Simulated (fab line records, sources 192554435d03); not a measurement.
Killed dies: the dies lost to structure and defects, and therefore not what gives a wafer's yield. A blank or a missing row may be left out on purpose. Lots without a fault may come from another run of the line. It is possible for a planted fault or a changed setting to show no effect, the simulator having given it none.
Split-lot trial / flow n5Finfet / 39 wafers read from 7 lots, route of 1938 steps

== ON THE SPLIT ==
At N5_BEOL_M0_SAQP_SPACER2_ALD_26 (deposits SiO2, target thk 15 nm, pulse time 1 s, purge time 2 s), the setting targetThkA was moved away from the recipe's 150 angstrom on 9 of the 39 wafers read, by -47.3% to +32.5%. All remaining wafers had this setting at the recipe value.

== FROM THE SPLIT TO THE READING: what the file shows between them, 2 steps ==
- N5_BEOL_M0_SAQP_SPACER2_ETCHBACK_27: etches SiO2 in CHF3/O2, target depth 22.5 nm, time 11.25 s
- N5_BEOL_M0_SAQP_MANDREL2_REMOVE_110: chemistry HBr/Cl2/O2, target a-Si, stops on SiCN, bt time 10 s

== THE READING ==
At N5_BEOL_M0_SAQP_CD_MEAS_29: cdNm in nanometres, against a target cd of 14.4 nm. On this fab line, fault-free wafers typically give 14.99 nm with a standard deviation of 0.21 nm.

wafer=L084.1; tool, chamber at the split=aldSin-01, 1,3,0,2,3,2; targetThkA as run, angstrom=150; against the recipe=recipe; cdNm, nm=14.58; against lot-mates on the recipe=-
wafer=L084.2; tool, chamber at the split=aldSin-01, 1,3,0,2,3,2; targetThkA as run, angstrom=150; against the recipe=recipe; cdNm, nm=14.79; against lot-mates on the recipe=-
wafer=L084.3; tool, chamber at the split=aldSin-01, 1,3,0,2,3,2; targetThkA as run, angstrom=150; against the recipe=recipe; cdNm, nm=15.38; against lot-mates on the recipe=-
wafer=L084.4; tool, chamber at the split=aldSin-01, 1,3,0,2,3,2; targetThkA as run, angstrom=150; against the recipe=recipe; cdNm, nm=14.82; against lot-mates on the recipe=-
wafer=L084.5; tool, chamber at the split=aldSin-01, 1,3,0,2,3,2; targetThkA as run, angstrom=150; against the recipe=recipe; cdNm, nm=14.96; against lot-mates on the recipe=-
wafer=L084.6; tool, chamber at the split=aldSin-01, 1,3,0,2,3,2; targetThkA as run, angstrom=150; against the recipe=recipe; cdNm, nm=14.92; against lot-mates on the recipe=-
wafer=L083.1; tool, chamber at the split=aldSin-01, 2,1,0,3,2; targetThkA as run, angstrom=150; against the recipe=recipe; cdNm, nm=15.06; against lot-mates on the recipe=-
wafer=L083.2; tool, chamber at the split=aldSin-01, 2,1,0,3,2; targetThkA as run, angstrom=150; against the recipe=recipe; cdNm, nm=15.09; against lot-mates on the recipe=-
wafer=L083.3; tool, chamber at the split=aldSin-01, 2,1,0,3,2; targetThkA as run, angstrom=150; against the recipe=recipe; cdNm, nm=14.77; against lot-mates on the recipe=-
wafer=L083.4; tool, chamber at the split=aldSin-01, 2,1,0,3,2; targetThkA as run, angstrom=150; against the recipe=recipe; cdNm, nm=14.79; against lot-mates on the recipe=-
wafer=L083.5; tool, chamber at the split=aldSin-01, 1; targetThkA as run, angstrom=150; against the recipe=recipe; cdNm, nm=14.98; against lot-mates on the recipe=-
wafer=L083.6; tool, chamber at the split=aldSin-01, 2,1,0,3,2; targetThkA as run, angstrom=150; against the recipe=recipe; cdNm, nm=14.47; against lot-mates on the recipe=-
wafer=L085.1; tool, chamber at the split=aldSin-04, 0,1,2; targetThkA as run, angstrom=150; against the recipe=recipe; cdNm, nm=14.98; against lot-mates on the recipe=-
wafer=L085.2; tool, chamber at the split=aldSin-04, 0,1,2; targetThkA as run, angstrom=150; against the recipe=recipe; cdNm, nm=15.15; against lot-mates on the recipe=-
wafer=L085.3; tool, chamber at the split=aldSin-04, 3; targetThkA as run, angstrom=79; against the recipe=-47.3%; cdNm, nm=7.93; against lot-mates on the recipe=-7.03
wafer=L085.4; tool, chamber at the split=aldSin-04, 0,1,2; targetThkA as run, angstrom=150; against the recipe=recipe; cdNm, nm=14.74; against lot-mates on the recipe=-
wafer=L085.5; tool, chamber at the split=aldSin-04, 2,3; targetThkA as run, angstrom=79; against the recipe=-47.3%; cdNm, nm=7.95; against lot-mates on the recipe=-7.01
wafer=L085.6; tool, chamber at the split=aldSin-04, 2,3; targetThkA as run, angstrom=79; against the recipe=-47.3%; cdNm, nm=7.89; against lot-mates on the recipe=-7.07
wafer=L086.1; tool, chamber at the split=aldSin-01, 3,1,2,0,3,2; targetThkA as run, angstrom=150; against the recipe=recipe; cdNm, nm=14.97; against lot-mates on the recipe=-
wafer=L086.2; tool, chamber at the split=aldSin-01, 3,1,2,0,3,2; targetThkA as run, angstrom=150; against the recipe=recipe; cdNm, nm=15.10; against lot-mates on the recipe=-
wafer=L086.3; tool, chamber at the split=aldSin-01, 3,1,2,0,3,2; targetThkA as run, angstrom=150; against the recipe=recipe; cdNm, nm=14.80; against lot-mates on the recipe=-
wafer=L086.4; tool, chamber at the split=aldSin-01, 3,1,2,0,3,2; targetThkA as run, angstrom=150; against the recipe=recipe; cdNm, nm=14.74; against lot-mates on the recipe=-
wafer=L086.5; tool, chamber at the split=aldSin-01, 3,1,2,0,3,2; targetThkA as run, angstrom=150; against the recipe=recipe; cdNm, nm=15.09; against lot-mates on the recipe=-
wafer=L086.6; tool, chamber at the split=aldSin-01, 3,1,2,0,3,2; targetThkA as run, angstrom=150; against the recipe=recipe; cdNm, nm=14.88; against lot-mates on the recipe=-
wafer=L091.1; tool, chamber at the split=aldSin-01, 3,2,0; targetThkA as run, angstrom=198.8; against the recipe=+32.5%; cdNm, nm=19.76; against lot-mates on the recipe=+4.83
wafer=L091.2; tool, chamber at the split=aldSin-01, 3,2,0; targetThkA as run, angstrom=198.8; against the recipe=+32.5%; cdNm, nm=19.90; against lot-mates on the recipe=+4.97
wafer=L091.3; tool, chamber at the split=aldSin-01, 3,2,0; targetThkA as run, angstrom=198.8; against the recipe=+32.5%; cdNm, nm=19.77; against lot-mates on the recipe=+4.84
wafer=L091.4; tool, chamber at the split=aldSin-01, 1,2,3; targetThkA as run, angstrom=150; against the recipe=recipe; cdNm, nm=15.05; against lot-mates on the recipe=-
wafer=L091.5; tool, chamber at the split=aldSin-01, 1,2,3; targetThkA as run, angstrom=150; against the recipe=recipe; cdNm, nm=14.99; against lot-mates on the recipe=-
wafer=L091.6; tool, chamber at the split=aldSin-01, 1,2,3; targetThkA as run, angstrom=150; against the recipe=recipe; cdNm, nm=14.76; against lot-mates on the recipe=-
wafer=L092.3; tool, chamber at the split=aldSin-04, 2,3; targetThkA as run, angstrom=150; against the recipe=recipe; cdNm, nm=15.14; against lot-mates on the recipe=-
wafer=L092.4; tool, chamber at the split=aldSin-04, 2,3; targetThkA as run, angstrom=150; against the recipe=recipe; cdNm, nm=14.82; against lot-mates on the recipe=-
wafer=L092.5; tool, chamber at the split=aldSin-04, 3; targetThkA as run, angstrom=150; against the recipe=recipe; cdNm, nm=14.93; against lot-mates on the recipe=-
wafer=L094.1; tool, chamber at the split=aldSin-01, 0; targetThkA as run, angstrom=192.9; against the recipe=+28.6%; cdNm, nm=19.15; against lot-mates on the recipe=+4.12
wafer=L094.2; tool, chamber at the split=aldSin-01, 1,3; targetThkA as run, angstrom=192.9; against the recipe=+28.6%; cdNm, nm=19.18; against lot-mates on the recipe=+4.15
wafer=L094.3; tool, chamber at the split=aldSin-01, 1,3; targetThkA as run, angstrom=192.9; against the recipe=+28.6%; cdNm, nm=19.55; against lot-mates on the recipe=+4.52
wafer=L094.4; tool, chamber at the split=aldSin-01, 2,0,1; targetThkA as run, angstrom=150; against the recipe=recipe; cdNm, nm=15.38; against lot-mates on the recipe=-
wafer=L094.5; tool, chamber at the split=aldSin-01, 2,0,1; targetThkA as run, angstrom=150; against the recipe=recipe; cdNm, nm=14.56; against lot-mates on the recipe=-
wafer=L094.6; tool, chamber at the split=aldSin-01, 2,0,1; targetThkA as run, angstrom=150; against the recipe=recipe; cdNm, nm=15.15; against lot-mates on the recipe=-
Where a row lists several chambers, the file gives one row for several wafers and doesn't say which wafer went through which chamber.

THE FIT
A straight line over all 39 wafers: cdNm changes by +0.149 nm for each +1% of targetThkA; r = +1.00; the points scatter about the line by 0.2 nm.
The same after taking each lot's own level away (the mean of its wafers on the recipe; 39 wafers): +0.149 nm for each +1%; r = +1.00; scatter 0.19 nm.
According to that fit, moving targetThkA by its largest amount changes the reading by 7.1 nm.
Measured against the standard deviation above, the lots' own levels, which go from 14.860 to 15.030 nm, span 0.8 times it.
The two slopes agree, so the slope changes little with the lot-to-lot level.
Check: with one of the wafers moved furthest among these (-47.3%) left out of the fit, the line predicts -7.06 nm for it against its lot-mates. It came out at -7.03 nm against them.

== FURTHER SPLITS ON THESE WAFERS ==
Other splits were also applied to these wafers ahead of the reading. Each is held against what the fit with the lots' levels taken away leaves over:
other split on the same wafers=N5_PMOS_HMC_CHANNEL_EPI_ETCH_38 targetDepthA; wafers away from the commonest value=12; r with cdNm (lot level and that fit taken away)=-0.07
other split on the same wafers=N5_HKMG_FIN_DEVELOP_48 developTimeS; wafers away from the commonest value=18; r with cdNm (lot level and that fit taken away)=-0.05
other split on the same wafers=N5_MOL_CONTACT_COAG_ALD_27 aldCycles; wafers away from the commonest value=15; r with cdNm (lot level and that fit taken away)=-0.08

== THE WHOLE CHAIN: every reading that the file lists as answering this split, in the file's order ==
step=N5_BEOL_M0_SAQP_SPACER2_ALD_26; what it does=deposits SiO2, target thk 15 nm, pulse time 1 s, purge time 2 s; reading=SiO2_of_BEOL_M0_SAQP_SPACER2_ALD_26.thkNm (the simulator's own value, which no gauge read); change (the file's fit)=+0.149 nm for each +1% of the setting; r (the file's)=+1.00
step=N5_BEOL_M0_SAQP_MANDREL2_REMOVE_110; what it does=chemistry HBr/Cl2/O2, target a-Si, stops on SiCN, bt time 10 s; reading=BEOL_M0_SAQP.cdNm (the simulator's own value, which no gauge read); change (the file's fit)=+0.15 nm for each +1% of the setting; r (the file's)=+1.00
step=N5_BEOL_M0_SAQP_CD_MEAS_29; what it does=target cd 14.4 nm; reading=cdNm; change (the file's fit)=+0.149 nm for each +1% of the setting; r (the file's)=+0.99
step=N5_BEOL_M0_CUTY_ETCH_63; what it does=etches SOC in N2/H2, target depth 82.7 nm, overetch 16.5 nm, time 124 s; reading=SiO2_of_BEOL_M0_SAQP_SPACER2_ALD_26.thkNm (the simulator's own value, which no gauge read); change (the file's fit)=+0.133 nm for each +1% of the setting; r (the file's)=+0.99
step=N5_BEOL_M0_ETCH_138; what it does=etches SiCN in CH3F/O2, target depth 12 nm, time 31.6 s; reading=SiO2_of_BEOL_M0_SAQP_SPACER2_ALD_26.thkNm (the simulator's own value, which no gauge read); change (the file's fit)=+0.118 nm for each +1% of the setting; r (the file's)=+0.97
step=N5_BEOL_M0_HM_OPEN_105; what it does=chemistry Cl2/BCl3, target TiN, target depth 12 nm; reading=SiO2_of_BEOL_M0_SAQP_SPACER2_ALD_26.thkNm (the simulator's own value, which no gauge read); change (the file's fit)=not straight: 0.4 at the lowest setting, 2.7 at the recipe, 7.533 at the highest; r (the file's)=not given

== FILE'S OWN FIT ==
cdNm changes by +0.149 nm for each +1% of targetThkA, r = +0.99.
